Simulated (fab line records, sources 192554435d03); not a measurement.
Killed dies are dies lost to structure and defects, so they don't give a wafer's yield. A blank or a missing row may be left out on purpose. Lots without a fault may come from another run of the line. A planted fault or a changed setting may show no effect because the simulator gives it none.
fab line records | flow n5_finfet
record lots=10 wafers=30 last_day=17
route steps=1938 shown BEOL_M5@1154 TV_OPEN@1889 PAD_METAL@1893 PASSIVATION@1931
lots that met no fault: from a run of the same line without faults
start_h: hours from the record's first day to the start of the lot's first wafer shown | wait_h: hours since the lot's step before | " the same as in the row above | L1.1+2: a row that stands for several wafers | - no value, or no start given | * or withheld: withheld | < > ~ a bound
route shown NAME@n: a module of which the file shows steps, and the number in the route of the first | usual: mean/standard deviation of fault-free wafers | same: alike in all rows | chamber/n: place in a boat | sites: the reading at each site | _std_site: their standard deviation | _edge_site: outer sites' mean less inner sites' | radius_mm: how far each site lies from the wafer's centre | mask NAME#n: copy n | behind: the tool/chamber that last shaped the wafer | hold: why the lot was held/for how many hours/how that ended | device: the transistor (n, p or np) that didn't switch | end of line: the same wafers' tests at the end of the route | a step without rows: its recipe alone | killed: dies lost to structure and defects at the first sort, not the wafer's yield | map: a wafer's dies, x killed, . not, _ none there
set.NAME: the setting as run; set.NAME@STEP: as run at that earlier step | model.NAME: the simulator's own value behind a step, which no gauge read
steps of the route over a sample of lots; a table a step, a row a wafer
services: from which hour (start_h, from the record's first day; less than 0 if before it) a tool's chamber was out of use, for how many hours, and why
## steps
# step N5_BEOL_M5_ETCH_68
# recipe chemistry=N2/H2 target=SOC target_depth_a=800 overetch_a=160 mask_material=SiARC temp_c=40 time_s=120 ion_energy_ev=200 pressure_mtorr=30 source_w=840 bias_w=150 n2_flow_sccm=200 h2_flow_sccm=200
# usual drypump_motor_current_A=5.8/0.42 oes_product_au=0.62/0.046 rf_vpp_V=524.3/2.8 showerhead_plenum_p_Torr=2.56/0.091 throttle_valve_pct=17.72/0.19
# columns lot.wafer tool chamber start_h wait_h drypump_motor_current_A oes_product_au rf_hours_counter_h rf_vpp_V showerhead_plenum_p_Torr throttle_valve_pct
L616.2 rie_diel-01 1 180.29 0.0 6.3 0.64 60 522.8 2.48 17.62
L616.3 " 3 " " 6.0 0.59 148 525.3 2.54 17.56
L616.5 " 1 " " 6.3 0.64 - 522.7 2.48 17.61
L617.2 rie_diel-05 0 190.44 0.0 5.9 0.72 12 525.4 2.60 17.80
L617.3 " 1 " " 6.2 0.60 112 522.4 2.45 17.80
L617.4 " 3 " " 6.2 0.54 226 526.9 2.61 17.90
L619.1 rie_diel-01 3 195.46 0.0 6.0 0.59 154 522.4 2.54 17.57
L619.2 " 2 " " 5.1 0.61 108 520.8 2.45 17.85
L619.3 " 1 " " 6.3 0.63 65 522.4 2.48 17.64
L620.2 rie_diel-01 3 197.99 0.0 6.0 0.59 155 523.3 2.54 17.57
L620.3 " 2 " " 5.1 0.61 109 521.6 2.45 17.87
L620.6 " 3 " " 6.0 0.59 - 524.0 2.54 17.58
L621.1 rie_diel-01 2 209.03 0.0 5.1 0.61 114 522.2 2.45 17.86
L621.4 " 3 " " 6.0 0.59 - 524.7 2.53 17.58
L621.5 " 2 " " 5.2 0.61 - 519.0 2.45 17.85
L623.1 rie_diel-04 0 223.65 0.0 5.1 0.57 170 522.1 2.51 17.60
L623.3 " 2 " " 5.6 0.67 26 526.7 2.70 17.33
L623.6 " 2 " " 5.6 0.67 - 528.0 2.70 17.34
L625.1 rie_diel-01 3 226.63 0.0 6.0 0.58 166 523.7 2.53 17.58
L625.2 " 1 " " 6.3 0.63 78 523.2 2.47 17.65
L625.6 " 1 " " 6.3 0.63 - 520.8 2.47 17.64
L629.3 rie_diel-01 0 259.61 0.0 6.1 0.55 207 525.2 2.62 17.82
L629.4 " 3 " " 6.0 0.57 179 525.1 2.52 17.62
L629.5 " 3 " " 6.0 0.58 - 523.8 2.52 17.61
L636.1 rie_diel-04 3 295.32 0.0 5.7 0.66 34 529.8 2.68 17.52
L636.2 " 1 " " 5.8 0.62 86 528.5 2.68 17.86
L636.4 " 2 " " 5.6 0.65 41 527.8 2.69 17.36
L639.1 rie_diel-05 2 315.11 0.0 5.3 0.57 151 524.2 2.56 18.13
L639.4 " 1 " " 6.1 0.58 153 520.8 2.43 17.88
L639.6 " 3 " " 6.2 0.75 - 524.4 2.60 17.50
# step N5_PASSIVATION_STRIP_14
# recipe chemistry=O2 power_w=600 temp_c=60 pressure_mtorr=30 rf_frequency_hz=6e+07 bias_power_w=0 overash_fraction=0.5 o2_flow_sccm=225
# usual drypump_motor_current_A=5.8/0.43 oes_product_au=0.78/0.061 rf_vpp_V=3.6/0.95 showerhead_plenum_p_Torr=2.10/0.074 throttle_valve_pct=16.68/0.2
# same overash_fraction=0.5
# columns lot.wafer tool chamber start_h wait_h drypump_motor_current_A oes_product_au rf_hours_counter_h rf_vpp_V showerhead_plenum_p_Torr throttle_valve_pct
L616.2 rie_diel-01 2 275.91 0.1 5.1 0.78 138 3.7 2.03 16.85
L616.3 " 0 " " 6.1 0.72 212 4.6 2.16 16.72
L616.5 " 1 " " 6.3 0.80 - 4.4 2.02 16.36
L617.2 rie_diel-05 2 277.49 0.1 5.3 0.75 136 3.1 2.11 16.92
L617.3 " 0 " " 5.9 0.89 38 4.7 2.15 16.67
L617.4 " 2 " " 5.3 0.77 - 4.8 2.11 16.91
L619.1 rie_diel-05 1 292.61 0.1 6.1 0.75 144 3.3 2.02 16.83
L619.2 " 2 " " 5.3 0.75 143 3.5 2.10 16.89
L619.3 " 0 " " 5.9 0.88 45 2.8 2.15 16.65
L620.2 rie_diel-04 0 292.96 0.1 5.1 0.72 191 4.0 2.08 16.62
L620.3 " 2 " " 5.6 0.87 41 3.9 2.22 16.30
L620.6 " 2 " " 5.6 0.86 - 2.3 2.22 16.34
L621.1 rie_diel-05 0 303.06 0.1 5.9 0.86 49 2.0 2.15 16.65
L621.4 " 0 " " 5.9 0.88 - 3.7 2.15 16.69
L621.5 " 2 " " 5.3 0.75 - 4.0 2.10 16.93
L623.1 rie_diel-04 0 313.03 0.1 5.2 0.74 197 3.3 2.08 16.65
L623.3 " 2 " " 5.6 0.84 47 3.5 2.22 16.37
L623.6 " 3 " " 5.7 0.87 - 2.9 2.24 16.55
L625.1 rie_diel-04 1 319.08 0.1 5.9 0.81 93 2.0 2.21 16.75
L625.2 " 0 " " 5.1 0.72 199 4.4 2.08 16.66
L625.6 " 2 " " 5.6 0.86 - 3.2 2.22 16.33
L629.3 rie_diel-01 3 357.29 0.1 6.0 0.73 210 4.6 2.08 16.67
L629.4 " 0 " " 6.1 0.69 239 4.5 2.15 16.76
L629.5 " 3 " " 6.0 0.74 - 4.1 2.08 16.66
L636.1 rie_diel-01 1 386.31 0.1 6.4 0.74 133 2.5 2.01 16.41
L636.2 " 2 " " 5.2 0.76 167 3.0 2.02 16.91
L636.4 " 3 " " 6.0 0.72 219 3.8 2.07 16.70
L639.1 rie_diel-01 2 406.12 0.1 5.1 0.74 174 2.9 2.02 16.95
L639.4 " 1 " " 6.3 0.76 - 4.0 2.00 16.43
L639.6 " 3 " " 6.0 0.72 - 4.4 2.07 16.66
# step N5_PASSIVATION_DEGAS_18
# recipe ambient=vacuum temp_c=300 time_s=60
# usual heater_power_w=450/53
# columns lot.wafer tool chamber start_h wait_h heater_power_w
L616.2 pvd_sputter-01 - 276.26 0.2 450
L616.3 " - " " 439
L616.5 " - " " 468
L617.2 pvd_sputter-02 - 278.20 0.5 373
L617.3 " - " " 530
L617.4 " - " " 402
L619.1 pvd_sputter-02 - 293.10 0.3 407
L619.2 " - " " 367
L619.3 " - " " 491
L620.2 pvd_sputter-01 - 293.46 0.3 445
L620.3 " - " " 477
L620.6 " - " " 440
L621.1 pvd_sputter-03 - 303.72 0.5 388
L621.4 " - " " 489
L621.5 " - " " 391
L623.1 pvd_sputter-01 - 314.98 1.8 454
L623.3 " - " " 486
L623.6 " - " " 438
L625.1 pvd_sputter-02 - 320.11 0.8 388
L625.2 " - " " 363
L625.6 " - " " 498
L629.3 pvd_sputter-01 - 357.71 0.2 452
L629.4 " - " " 474
L629.5 " - " " 455
L636.1 pvd_sputter-03 - 387.38 0.9 467
L636.2 " - " " 391
L636.4 " - " " 550
L639.1 pvd_sputter-02 - 406.67 0.4 373
L639.4 " - " " 404
L639.6 " - " " 534
# step N5_PASSIVATION_STRIP_48
# recipe chemistry=O2 power_w=600 temp_c=60 pressure_mtorr=30 rf_frequency_hz=6e+07 bias_power_w=0 overash_fraction=0.5 o2_flow_sccm=225
# usual drypump_motor_current_A=5.6/0.31 oes_product_au=0.83/0.11 rf_vpp_V=3.7/2.3 showerhead_plenum_p_Torr=2.09/0.075 throttle_valve_pct=16.62/0.26
# same overash_fraction=0.5
# columns lot.wafer tool chamber start_h wait_h drypump_motor_current_A oes_product_au rf_hours_counter_h rf_vpp_V showerhead_plenum_p_Torr throttle_valve_pct
L616.2 rie_diel-02 2 279.76 0.1 5.4 1.00 5 0 2.04 16.12
L616.3 " 1 " " 5.8 0.69 246 2.9 2.15 16.95
L616.5 " 3 " " 5.6 0.73 - 6.0 2.06 17.15
L617.2 rie_diel-03 1 281.27 0.1 5.3 0.68 229 0.5 2.15 16.81
L617.3 " 0 " " 5.5 0.75 187 5.3 1.98 16.73
L617.4 " 1 " " 5.3 0.66 - 3.4 2.15 16.80
L619.1 rie_diel-02 3 296.29 0.1 5.6 0.72 253 1.5 2.06 17.26
L619.2 " 1 " " 5.9 0.68 252 2.3 2.15 16.89
L619.3 " 2 " " 5.3 1.02 12 8.4 2.04 16.18
L620.2 rie_diel-03 2 296.79 0.1 6.1 0.89 2 3.8 2.06 16.15
L620.3 " 1 " " 5.3 0.67 236 3.1 2.15 16.83
L620.6 " 1 " " 5.3 0.65 - 4.2 2.15 16.80
L621.1 rie_diel-02 2 306.96 0.1 5.4 0.95 17 1.6 2.04 16.12
L621.4 " 3 " " 5.6 0.72 - 2.0 2.06 17.25
L621.5 " 1 " " 5.9 0.68 - 2.7 2.14 17.02
L623.1 rie_diel-06 0 319.19 0.1 5.8 0.69 230 2.5 2.15 16.95
L623.3 " 2 " " 6.3 0.88 43 4.4 2.21 16.41
L623.6 " 3 " " 5.2 0.71 - 3.8 1.99 16.59
L625.1 rie_diel-02 2 324.07 0.3 5.5 0.95 25 5.7 2.04 16.20
L625.2 " 0 " " 5.7 0.94 4 10.5 2.07 16.43
L625.6 " 0 " " 5.6 1.00 - 2.9 2.07 16.38
L629.3 rie_diel-06 0 361.17 0.1 5.8 0.69 247 3.8 2.15 17.03
L629.4 " 3 " " 5.3 0.71 237 7.1 1.98 16.53
L629.5 " 3 " " 5.2 0.69 - 1.8 1.98 16.65
L636.1 rie_diel-02 3 390.67 0.1 5.5 0.90 15 7.7 2.05 16.86
L636.2 " 1 " " 5.8 0.89 22 5.8 2.14 16.52
L636.4 " 2 " " 5.5 0.90 54 3.0 2.03 16.22
L639.1 rie_diel-03 2 409.92 0.1 6.1 0.86 45 6.9 2.04 16.28
L639.4 " 0 " " 5.5 0.71 233 2.9 1.97 16.75
L639.6 " 3 " " 5.9 0.75 - 2.3 2.21 16.87
# step N5_PASSIVATION_PROBE_49
# usual defect_limited_yield=91.4/1.5 killed_at_M0_to_M3=34/12 killed_at_M4_up=12/4.9 killed_at_contacts=13/7.2 killed_at_front_end=39/12 killed_at_other=3.7/2.9 killed_dies=101/18 killed_open=67/14 killed_short=33/7.2 sort_bin_5_function=5.1/0.97 sort_bin_6_memory=3.2/0.67 sort_n_pass=1079/17 sort_yield_pct=91.4/1.5
# same gross_dies=1180 killed_at_back_side=0 sort_bin_4_leakage[%]=0 sort_bin_8_speed[%]=0
# columns lot.wafer tool chamber start_h wait_h defect_limited_yield[%] killed_at_M0_to_M3 killed_at_M4_up killed_at_contacts killed_at_front_end killed_at_other killed_dies killed_open killed_short sort_bin_5_function[%] sort_bin_6_memory[%] sort_n_pass sort_yield_pct[%]
L616.2 prober-01 - 282.32 0.1 90.6 58 10 9 33 1 111 78 31 5.8 3.2 1069 90.6
L616.3 prober-01 - 282.37 0.1 90.8 50 3 14 39 2 108 69 38 5.4 3.3 1072 90.8
L616.5 prober-01 - 282.47 0.2 93.4 22 13 9 33 1 78 45 33 4.1 2.4 1102 93.4
L617.2 prober-02 - 283.84 0.1 90.3 39 15 12 46 3 115 82 33 6.3 3.2 1065 90.3
L617.3 prober-02 - 283.89 0.1 89.3 37 10 11 66 2 126 93 33 6.4 4.1 1054 89.3
L617.4 prober-02 - 283.94 0.2 90.8 24 9 19 54 2 108 71 35 5.3 3.7 1072 90.8
L619.1 prober-02 - 298.80 0.0 91.1 35 23 20 25 2 105 73 32 5.1 3.5 1075 91.1
L619.2 prober-02 - 298.85 0.1 91.5 37 18 18 26 1 100 69 26 5.0 3.4 1080 91.5
L619.3 prober-02 - 298.90 0.1 89.4 49 15 32 27 2 125 92 28 6.9 3.5 1055 89.4
L620.2 prober-01 - 299.33 0.1 93.6 15 5 17 31 8 76 53 23 4.1 2.4 1104 93.6
L620.3 prober-01 - 299.38 0.1 91.0 23 16 8 50 9 106 72 34 4.9 3.6 1074 91.0
L620.6 prober-01 - 299.53 0.3 93.3 11 9 10 38 11 79 49 29 3.7 2.5 1101 93.3
L621.1 prober-02 - 309.86 0.0 92.8 29 16 14 25 1 85 58 27 5.3 1.9 1095 92.8
L621.4 prober-02 - 310.01 0.2 93.1 34 9 8 29 1 81 53 28 3.6 2.9 1099 93.1
L621.5 prober-02 - 310.06 0.2 91.9 41 9 16 30 0 96 71 25 4.8 3.2 1084 91.9
L623.1 prober-02 - 321.68 0.0 91.6 27 17 18 31 6 99 63 35 4.9 3.1 1081 91.6
L623.3 prober-02 - 321.78 0.1 91.4 22 12 26 41 1 102 67 34 4.9 3.2 1078 91.4
L623.6 prober-02 - 321.93 0.3 92.5 33 11 22 20 2 88 53 35 4.2 3.2 1092 92.5
L625.1 prober-01 - 326.58 0.0 88.6 77 8 17 29 4 135 93 42 6.4 4.8 1045 88.6
L625.2 prober-01 - 326.63 0.1 86.6 70 20 21 44 3 158 117 41 7.5 5.6 1022 86.6
L625.6 prober-01 - 326.83 0.3 90.3 65 13 13 22 2 115 78 37 5.3 3.9 1065 90.3
L629.3 prober-01 - 364.39 0.1 89.7 25 20 9 63 4 121 77 43 7.1 3.1 1059 89.7
L629.4 prober-01 - 364.44 0.2 85.8 31 104 2 29 2 168 58 23 9.8 3.0 1012 85.8
L629.5 prober-01 - 364.49 0.2 84.7 41 93 2 36 9 181 61 37 10.1 3.3 999 84.7
L636.1 prober-01 - 393.16 0.0 94.2 27 9 7 24 1 68 41 26 3.5 2.2 1112 94.2
L636.2 prober-01 - 393.21 0.1 89.8 37 15 9 58 1 120 87 33 6.1 3.8 1060 89.8
L636.4 prober-01 - 393.31 0.2 91.9 29 10 9 42 5 95 48 46 5.7 2.2 1085 91.9
L639.1 prober-02 - 412.43 0.0 88.6 42 10 26 50 7 135 94 38 6.3 5.1 1045 88.6
L639.4 prober-02 - 412.58 0.2 89.9 44 3 25 44 3 119 71 48 6.6 3.1 1061 89.9
L639.6 prober-02 - 412.68 0.3 92.1 35 6 25 23 4 93 65 28 5.3 2.5 1087 92.1
# killed by level:class
L616.2 BEOL_M2:geometric_particle:open=18 BEOL_M1:geometric_particle:open=12 FIN_SAQP:geometric_particle:short=9 MOL_CONTACT_COAG:geometric_particle:open=9 BEOL_M0_SAQP:geometric_particle:short=8 STI_FIN_REVEAL:geometric_particle:open=6 BEOL_M3:geometric_particle:open=6 BEOL_M0_SAQP:geometric_particle:open=5
L616.3 MOL_CONTACT_COAG:geometric_particle:open=12 BEOL_M2:geometric_particle:open=12 STI_FIN_REVEAL:geometric_particle:open=9 BEOL_M0_SAQP:geometric_particle:short=8 BEOL_M1:geometric_particle:open=8 FIN_SAQP:geometric_particle:short=7 BEOL_M1:geometric_particle:short=6 BEOL_M0_SAQP:geometric_particle:open=5
L616.5 FIN_SAQP:geometric_particle:short=7 MOL_CONTACT_COAG:geometric_particle:open=7 GATE_CUT:geometric_particle:short=6 BEOL_M0_SAQP:geometric_particle:short=6 FIN_SAQP:geometric_particle:open=5 BEOL_M1:geometric_particle:open=5 GATE_CUT:geometric_particle:open=4 BEOL_M0_SAQP:geometric_particle:open=4
L617.2 FIN_SAQP:geometric_particle:open=17 BEOL_M3:geometric_particle:open=11 STI_FIN_REVEAL:geometric_particle:open=10 MOL_CONTACT_COAG:geometric_particle:open=9 BEOL_M0_SAQP:geometric_particle:short=9 BEOL_M0_SAQP:geometric_particle:open=7 FIN_SAQP:geometric_particle:short=4 DUMMY_GATE:geometric_particle:open=4
L617.3 FIN_SAQP:geometric_particle:open=17 BEOL_M2:geometric_particle:open=13 STI_FIN_REVEAL:geometric_particle:open=11 FIN_SAQP:geometric_particle:short=10 DUMMY_GATE:geometric_particle:open=8 MOL_CONTACT_COAG:geometric_particle:open=7 BEOL_M3:geometric_particle:open=7 GATE_CUT:geometric_particle:open=6
L617.4 FIN_SAQP:geometric_particle:short=18 FIN_SAQP:geometric_particle:open=18 MOL_CONTACT_COAG:geometric_particle:open=15 BEOL_M2:geometric_particle:open=8 BEOL_M3:geometric_particle:open=6 MOL_CONTACT_COAG:geometric_particle:short=4 DUMMY_GATE:geometric_particle:open=3 BEOL_M0_SAQP:geometric_particle:open=3
L619.1 MOL_CONTACT_COAG:geometric_particle:open=17 BEOL_M4:geometric_particle:open=11 BEOL_M2:geometric_particle:open=10 BEOL_M3:geometric_particle:open=9 BEOL_M0_SAQP:geometric_particle:short=7 GATE_CUT:geometric_particle:short=6 BEOL_M0_SAQP:geometric_particle:open=5 STI_FIN_REVEAL:geometric_particle:open=3
L619.2 MOL_CONTACT_COAG:geometric_particle:open=15 BEOL_M3:geometric_particle:open=9 BEOL_M0_SAQP:geometric_particle:open=8 BEOL_M0_SAQP:geometric_particle:short=7 GATE_CUT:geometric_particle:short=6 BEOL_M4:geometric_particle:open=6 STI_FIN_REVEAL:geometric_particle:open=4 GATE_CUT:geometric_particle:open=4
L619.3 MOL_CONTACT_COAG:geometric_particle:open=27 BEOL_M0_SAQP:geometric_particle:open=12 BEOL_M3:geometric_particle:open=12 STI_FIN_REVEAL:geometric_particle:open=10 BEOL_M2:geometric_particle:open=9 BEOL_M1:geometric_particle:open=6 STARTING-WAFER:geometric_particle:short=5 MOL_CONTACT_COAG:geometric_particle:short=4
L620.2 MOL_CONTACT_COAG:geometric_particle:open=12 FIN_SAQP:geometric_particle:open=8 BEOL_M2:geometric_particle:open=6 MOL_CONTACT_COAG:geometric_particle:short=5 STI_FIN_REVEAL:geometric_particle:open=4 GATE_CUT:geometric_particle:short=4 FIN_SAQP:geometric_particle:short=3 ILD0:geometric_particle:open=3
L620.3 FIN_SAQP:geometric_particle:open=13 STI_FIN_REVEAL:geometric_particle:open=12 FIN_SAQP:geometric_particle:short=11 MOL_CONTACT_COAG:geometric_particle:open=8 BEOL_M1:geometric_particle:open=6 PASS1_CAP:geometric_particle:open=6 ILD0:geometric_particle:open=5 BEOL_M0_SAQP:geometric_particle:open=5
L620.6 FIN_SAQP:geometric_particle:open=11 MOL_CONTACT_COAG:geometric_particle:open=10 STI_FIN_REVEAL:geometric_particle:open=7 PASS1_CAP:geometric_particle:short=7 FIN_SAQP:geometric_particle:short=4 GATE_CUT:geometric_particle:short=3 BEOL_M0_SAQP:geometric_particle:short=3 PASS1_CAP:geometric_particle:open=3
L621.1 MOL_CONTACT_COAG:geometric_particle:open=13 BEOL_M0_SAQP:geometric_particle:short=9 BEOL_M4:geometric_particle:open=8 BEOL_M0_SAQP:geometric_particle:open=5 STARTING-WAFER:geometric_particle:open=5 FIN_SAQP:geometric_particle:open=4 BEOL_M1:geometric_particle:open=4 STI_FIN_REVEAL:geometric_particle:open=3
L621.4 BEOL_M0_SAQP:geometric_particle:open=16 BEOL_M0_SAQP:geometric_particle:short=8 MOL_CONTACT_COAG:geometric_particle:open=7 GATE_CUT:geometric_particle:short=6 GATE_CUT:geometric_particle:open=6 DUMMY_GATE:geometric_particle:open=5 STI_FIN_REVEAL:geometric_particle:open=4 FIN_SAQP:geometric_particle:short=2
L621.5 BEOL_M2:geometric_particle:open=13 MOL_CONTACT_COAG:geometric_particle:open=13 BEOL_M0_SAQP:geometric_particle:open=13 FIN_SAQP:geometric_particle:open=12 BEOL_M0_SAQP:geometric_particle:short=6 GATE_CUT:geometric_particle:short=5 STI_FIN_REVEAL:geometric_particle:open=4 DUMMY_GATE:geometric_particle:open=4
L623.1 MOL_CONTACT_COAG:geometric_particle:open=16 FIN_SAQP:geometric_particle:open=10 FIN_SAQP:geometric_particle:short=8 BEOL_M0_SAQP:geometric_particle:open=7 BEOL_M4:geometric_particle:short=6 BEOL_M0_SAQP:geometric_particle:short=5 BEOL_M4:geometric_particle:open=5 DUMMY_GATE:geometric_particle:open=4
L623.3 MOL_CONTACT_COAG:geometric_particle:open=21 FIN_SAQP:geometric_particle:short=7 STI_FIN_REVEAL:geometric_particle:open=7 DUMMY_GATE:geometric_particle:open=7 FIN_SAQP:geometric_particle:open=5 MOL_CONTACT_COAG:geometric_particle:short=5 GATE_CUT:geometric_particle:short=5 BEOL_M1:geometric_particle:open=5
L623.6 MOL_CONTACT_COAG:geometric_particle:open=17 BEOL_M0_SAQP:geometric_particle:open=7 BEOL_M3:geometric_particle:open=7 FIN_SAQP:geometric_particle:open=6 MOL_CONTACT_COAG:geometric_particle:short=5 GATE_CUT:geometric_particle:short=4 BEOL_M0_SAQP:geometric_particle:short=4 BEOL_M0:geometric_particle:open=4
L625.1 BEOL_M0_SAQP:geometric_particle:short=19 BEOL_M0_SAQP:geometric_particle:open=16 MOL_CONTACT_COAG:geometric_particle:open=15 BEOL_M3:geometric_particle:open=14 BEOL_M2:geometric_particle:open=10 STI_FIN_REVEAL:geometric_particle:open=6 BEOL_M1:geometric_particle:open=6 BEOL_M0:geometric_particle:open=5
L625.2 BEOL_M3:geometric_particle:open=22 MOL_CONTACT_COAG:geometric_particle:open=17 FIN_SAQP:geometric_particle:open=16 BEOL_M0_SAQP:geometric_particle:open=15 BEOL_M4:geometric_particle:open=12 BEOL_M0_SAQP:geometric_particle:short=10 STI_FIN_REVEAL:geometric_particle:open=10 BEOL_M1:geometric_particle:open=6
L625.6 BEOL_M0_SAQP:geometric_particle:open=14 MOL_CONTACT_COAG:geometric_particle:open=13 BEOL_M0_SAQP:geometric_particle:short=11 BEOL_M0:geometric_particle:open=10 BEOL_M3:geometric_particle:open=9 BEOL_M4:geometric_particle:open=7 STI_FIN_REVEAL:geometric_particle:open=6 BEOL_M3:geometric_particle:short=6
L629.3 FIN_SAQP:geometric_particle:open=12 FIN_SAQP:geometric_particle:short=10 STI_FIN_REVEAL:geometric_particle:open=9 BEOL_M4:geometric_particle:open=8 BEOL_M2:geometric_particle:open=8 MOL_CONTACT_COAG:geometric_particle:open=7 BEOL_M5:geometric_particle:open=7 GATE_CUT:geometric_particle:open=6
L629.4 BEOL_M5:unspecified=84 BEOL_M2:geometric_particle:open=10 BEOL_M3:geometric_particle:open=8 BEOL_M5:geometric_particle:open=7 BEOL_M4:geometric_particle:open=6 FIN_SAQP:geometric_particle:short=4 FIN_SAQP:geometric_particle:open=4 STI_FIN_REVEAL:geometric_particle:open=4
L629.5 BEOL_M5:unspecified=83 BEOL_M3:geometric_particle:open=12 STI_FIN_REVEAL:geometric_particle:open=10 BEOL_M0_SAQP:geometric_particle:short=9 BEOL_M0_SAQP:geometric_particle:open=6 FIN_SAQP:geometric_particle:short=5 STI_FIN_REVEAL:geometric_particle:short=5 BEOL_M2:geometric_particle:open=5
L636.1 FIN_SAQP:geometric_particle:open=11 BEOL_M2:geometric_particle:open=8 FIN_SAQP:geometric_particle:short=7 MOL_CONTACT_COAG:geometric_particle:open=5 BEOL_M1:geometric_particle:open=5 BEOL_M0_SAQP:geometric_particle:short=3 BEOL_M0_SAQP:geometric_particle:open=3 BEOL_M1:geometric_particle:short=3
L636.2 FIN_SAQP:geometric_particle:open=18 BEOL_M3:geometric_particle:open=14 BEOL_M2:geometric_particle:open=8 FIN_SAQP:geometric_particle:short=7 BEOL_M4:geometric_particle:open=7 DUMMY_GATE:geometric_particle:open=6 MOL_CONTACT_COAG:geometric_particle:open=6 STARTING-WAFER:geometric_particle:open=6
L636.4 FIN_SAQP:geometric_particle:short=9 BEOL_M0_SAQP:geometric_particle:short=9 STI_FIN_REVEAL:geometric_particle:open=8 BEOL_M1:geometric_particle:open=7 MOL_CONTACT_COAG:geometric_particle:open=6 BEOL_M3:geometric_particle:open=6 ILD0:geometric_particle:short=5 GATE_CUT:geometric_particle:short=5
L639.1 MOL_CONTACT_COAG:geometric_particle:open=21 STI_FIN_REVEAL:geometric_particle:open=18 BEOL_M3:geometric_particle:open=17 FIN_SAQP:geometric_particle:short=11 FIN_SAQP:geometric_particle:open=8 BEOL_M0_SAQP:geometric_particle:open=8 BEOL_M0_SAQP:geometric_particle:short=7 MOL_CONTACT_COAG:geometric_particle:short=5
L639.4 MOL_CONTACT_COAG:geometric_particle:open=19 FIN_SAQP:geometric_particle:short=13 BEOL_M0_SAQP:geometric_particle:open=13 BEOL_M0_SAQP:geometric_particle:short=12 STI_FIN_REVEAL:geometric_particle:open=8 BEOL_M1:geometric_particle:open=7 MOL_CONTACT_COAG:geometric_particle:short=6 STARTING-WAFER:geometric_particle:short=6
L639.6 MOL_CONTACT_COAG:geometric_particle:open=22 BEOL_M1:geometric_particle:open=11 BEOL_M0_SAQP:geometric_particle:open=10 BEOL_M1:geometric_particle:short=5 BEOL_M0_SAQP:geometric_particle:short=4 STARTING-WAFER:geometric_particle:short=4 FIN_SAQP:geometric_particle:short=3 DUMMY_GATE:geometric_particle:open=3
## services
# columns tool chamber start_h hours kind
rie_diel-04 3 176.15 - clean
rie_diel-04 3 176.15 - consumable_replace:focus_ring
rie_diel-04 3 176.15 - consumable_replace:showerhead
rie_diel-04 3 176.15 12.3 scheduled_down
rie_diel-04 3 176.15 12.3 vent_cycle
rie_diel-02 3 185.18 6.4 repair
rie_diel-04 0 202.29 6.5 repair
rie_diel-05 2 205.97 1.6 repair
rie_diel-05 - 216.89 0.8 repair
rie_diel-03 3 225.89 3.9 repair
rie_diel-04 2 233.69 4.1 repair
rie_diel-02 2 241.87 - clean
rie_diel-02 2 241.87 - consumable_replace:focus_ring
rie_diel-02 2 241.87 24.2 scheduled_down
rie_diel-04 2 252.40 19.3 repair
rie_diel-06 2 279.68 6.7 repair
rie_diel-01 2 332.04 7.0 repair
rie_diel-04 0 346.38 11.2 repair
rie_diel-03 - 355.55 2.2 repair
rie_diel-04 3 371.15 9.9 repair
rie_diel-01 2 377.93 5.7 repair
rie_diel-01 0 393.68 - clean
rie_diel-01 0 393.68 - consumable_replace:focus_ring
rie_diel-03 0 395.92 5.6 repair
## key
first_sign step=N5_PASSIVATION_PROBE_49 reading=killed_at_M4_up direction=up sigmas=18 usual=12 struck=98
effect step=N5_PASSIVATION_PROBE_49 reading=defect_limited_yield direction=down sigmas=4.2 usual=91.4 struck=85.2
more_kills_born_at N5_BEOL_M5_ETCH_68@rie_diel-01=167
met_at N5_BEOL_M5_ETCH_68
struck_lots L629
struck_wafers L629.4,L629.5
not_acting_at N5_PASSIVATION_STRIP_14,N5_PASSIVATION_DEGAS_18,N5_PASSIVATION_STRIP_48
onset_between 226.63 259.61
fault kind=chamber_particle_source tool=rie_diel-01 chamber=3 onset_h=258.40 steps=N5_BEOL_M5_ETCH_68 rate_per_visit_cm2=0.53812 end_h=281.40
